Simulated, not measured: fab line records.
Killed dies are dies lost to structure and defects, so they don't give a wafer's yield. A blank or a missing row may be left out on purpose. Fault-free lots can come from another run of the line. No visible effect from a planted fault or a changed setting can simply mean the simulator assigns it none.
Struck lot and sound lot, side by side	flow nand-harc	14 out of 1159 route steps
Sound: the wafers L159.2, L159.5, L159.6. The struck wafers were L166.1, L166.3, L166.5. Last of all comes the cause.
For every step that has rows: the tool of each side, followed by ch and its chambers, followed by its first start. Under that, the readings that differ: sound wafers	struck wafers	difference of the means	sigmas: that difference in standard deviations of wafers without a fault.
alike: readings with means less than 2 such deviations apart, plus words and numbers identical on both sides. not compared: withheld readings, readings lacking a value on some wafer, bounds such as >300 that could conceal the same value, and numbers that have no deviation in the record and whose values overlap.
A row with sigmas, a row that says differs or no value, or rows on one side alone: a step with any of these is where the two part. Numbers that have no deviation but don't overlap get no sigmas and don't part them. A reading that every wafer of one side lacks parts them only if that side has two wafers or more.

NHARC_P_ZERO_WELL_CD_MEAS_11: target cd 500 nm.
  sound on cd-sem-01 ch 0, day 3 07:15; struck on cd-sem-02 ch 0, day 5 01:07
  alike: cd-nm
then, 1 step without rows for these wafers: NHARC_P_ZERO_WELL_HARDBAKE_12 (time 65 s).
NHARC_P_ZERO_WELL_DESCUM_13: chemistry O2, time 3 s.
  sound on rie-diel-11 ch 0,2,3, day 3 07:26; struck on rie-diel-11 ch 1,3, day 5 01:17
  alike: drypump-motor-current-A, oes-product-au, rf-vpp-V, showerhead-plenum-p-Torr, throttle-valve-pct
  not compared: rf-hours-counter-h
NHARC_P_ZERO_WELL_ETCH_65: etches the open film in N2/H2, target depth 80 nm, overetch 24 nm, time 87.88 s.
  sound on rie-diel-11 ch 0,3, day 3 07:29; struck on rie-diel-11 ch 0,1, day 5 01:21
  alike: drypump-motor-current-A, oes-product-au, rf-vpp-V, showerhead-plenum-p-Torr, throttle-valve-pct
  not compared: rf-hours-counter-h
NHARC_P_ZERO_WELL_ETCH_62: etches the open film in CHF3/Ar, target depth 13 nm, time 6.5 s.
  sound: rie-diel-11 ch 0,1,3; struck: rie-diel-11 ch 0,1,3
  alike: drypump-motor-current-A, oes-product-au, rf-vpp-V, showerhead-plenum-p-Torr, throttle-valve-pct
  not compared: rf-hours-counter-h
NHARC_P_ZERO_WELL_ETCH_63: etches the open film in HBr/Cl2, target depth 120 nm, time 40.1 s.
  sound on rie-si-02 ch 0,1,3, day 3 07:42; struck on rie-si-04 ch 0,2, day 5 01:32
  alike: drypump-motor-current-A, oes-product-au, throttle-valve-pct
  not compared: rf-hours-counter-h
then, 6 steps without rows for these wafers: NHARC_P_ZERO_WELL_STRIP_15 (strips in SPM, time 900 s); NHARC_P_ZERO_WELL_DEHYDRATE_16 (time 120 s); NHARC_P_ZERO_WELL_HMDS_17 (time 30 s); NHARC_P_ZERO_WELL_COAT_18; NHARC_P_ZERO_WELL_SOFTBAKE_19 (time 95 s); NHARC_P_ZERO_WELL_EBR_20.
NHARC_P_ZERO_WELL_EXPOSE_21: exposes mask P NWELL, target cd 720 nm.
  sound on krf-scanner-04 ch 0, day 3 08:26; struck on krf-scanner-04, day 5 02:10
  no value came back on the struck wafers for exposure-dose-mJ-cm2, focus-offset-nm (nm); on the sound wafers exposure-dose-mJ-cm2 reads 22.322 22.319 22.301
  alike: mask
then, 1 step without rows for these wafers: NHARC_P_ZERO_WELL_PEB_22 (peb time 85 s).

## WHERE THEY PART
Only at NHARC_P_ZERO_WELL_EXPOSE_21, within this record.

WHY: what had been put in by the simulator
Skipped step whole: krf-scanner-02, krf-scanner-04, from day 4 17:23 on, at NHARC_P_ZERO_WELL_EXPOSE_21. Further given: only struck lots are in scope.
